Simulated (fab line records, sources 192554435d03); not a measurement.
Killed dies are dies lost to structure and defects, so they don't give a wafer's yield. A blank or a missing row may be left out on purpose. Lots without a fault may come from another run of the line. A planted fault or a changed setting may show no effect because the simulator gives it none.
Problem report in the 8D (eight disciplines) form, filled by code | flow n5_finfet | the parts of the form that need people (team, actions taken, sign-off) are left out

1. THE PROBLEM
killed_at_other at N5_PASSIVATION_PROBE_49 reads a mean of 1087.7 on 3 wafers of 2 lots; wafers without a fault read 3.8 with a standard deviation of 2.9. That is +99 or more standard deviations from the usual mean.
First seen on wafer L673.4, day 16 11:19, on prober-02. The record holds 6 wafers of 2 lots with a number at this step. Rule for "out", or "out of limits": more than 4 standard deviations from the usual mean. The other wafers with a number count as sound.

2. WHAT IT IS AND WHAT IT IS NOT
question                    | is                                                                                             | is not
which readings at this step | killed_at_other, defect_limited_yield, killed_dies, killed_on_rim, sort_n_pass, sort_yield_pct | killed_at_M0_to_M3, killed_at_M4_up, killed_at_contacts, killed_at_front_end, killed_open, killed_short, sort_bin_5_function, sort_bin_6_memory
which lots                  | L673, L678                                                                                     | -
which wafers of those lots  | L673.4, L678.4, L678.6                                                                         | L673.1, L673.5, L678.1
read on which tools         | prober-02                                                                                      | -
when                        | from day 16 11:19                                                                              | up to then (1 sound wafer); but 2 sound wafers of L673, L678 came after

3. SUSPECTS, AND WHAT RULES EACH OUT
Counting: a tool at a process step up to the reading stays a suspect if it ran every lot that is out. Sound lots after the first of them don't rule it out here, since some wafers of a struck lot are sound.
- pvd_sputter-03 at N5_MIM_TOP_SPUTTER_03 (material TiN, target thk 35 nm, time 89.7 s): kept. It ran every lot that is out, first L673 (day 16 00:27).
- rie_diel-04 at N5_MIM_BOT_ETCH_ETCH_04 (etches SiNx in CF4/O2, target depth 26 nm, time 13 s): kept. It ran every lot that is out, first L673 (day 16 01:46).
- prober-02 at N5_PASSIVATION_PROBE_49: kept. It ran every lot that is out, first L673 (day 16 11:10). Its own readings are out on those wafers: defect_limited_yield, killed_at_other, killed_dies, killed_on_rim, sort_n_pass, sort_yield_pct.
Left after counting: pvd_sputter-03 at N5_MIM_TOP_SPUTTER_03, rie_diel-04 at N5_MIM_BOT_ETCH_ETCH_04, prober-02 at N5_PASSIVATION_PROBE_49.

4. THE CAUSE (what the simulator had put in)
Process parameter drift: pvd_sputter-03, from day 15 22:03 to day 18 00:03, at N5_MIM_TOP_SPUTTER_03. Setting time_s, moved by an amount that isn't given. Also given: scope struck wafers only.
Counting left 3 suspects, and this tool is among them.

5. THE CHAIN OF EFFECTS, in route order
Each row: a reading whose mean over the struck wafers that have a number lies more than 3 standard deviations from the usual. Only readings for which the record gives a usual standard deviation are gone through. hours: the time from each lot's start at the first step in this table that gives one to its start at this step, as a median over the lots. sigmas: the change in usual standard deviations.
hours | step                    | reading              | usual  | on struck wafers | change  | sigmas
0     | N5_PASSIVATION_PROBE_49 | defect_limited_yield | 91.2 % | 0.0              | -91.2   | -61
0     | N5_PASSIVATION_PROBE_49 | killed_at_other      | 3.8    | 1087.7           | +1083.9 | +99 or more
0     | N5_PASSIVATION_PROBE_49 | killed_dies          | 103    | 1180             | +1077   | +63
0     | N5_PASSIVATION_PROBE_49 | killed_on_rim        | 14     | 152              | +138    | +31
0     | N5_PASSIVATION_PROBE_49 | sort_n_pass          | 1077   | 0                | -1077   | -63
0     | N5_PASSIVATION_PROBE_49 | sort_yield_pct       | 91.2 % | 0.0              | -91.2   | -61
The process steps in it:
- N5_PASSIVATION_PROBE_49

6. WHAT WOULD HAVE CAUGHT IT SOONER
In this record the first reading out of limits was taken at day 16 11:19, 13 hours after the fault began at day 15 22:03.
Of the tool readings at N5_MIM_TOP_SPUTTER_03 for which the record gives a usual standard deviation, none was out on any struck wafer, so an alarm limit of 4 standard deviations on them would not have fired.
Of the lots that are out (2), L678 began N5_MIM_TOP_SPUTTER_03 on pvd_sputter-03 after day 16 11:19. A hold on the tool at that time would have spared it.
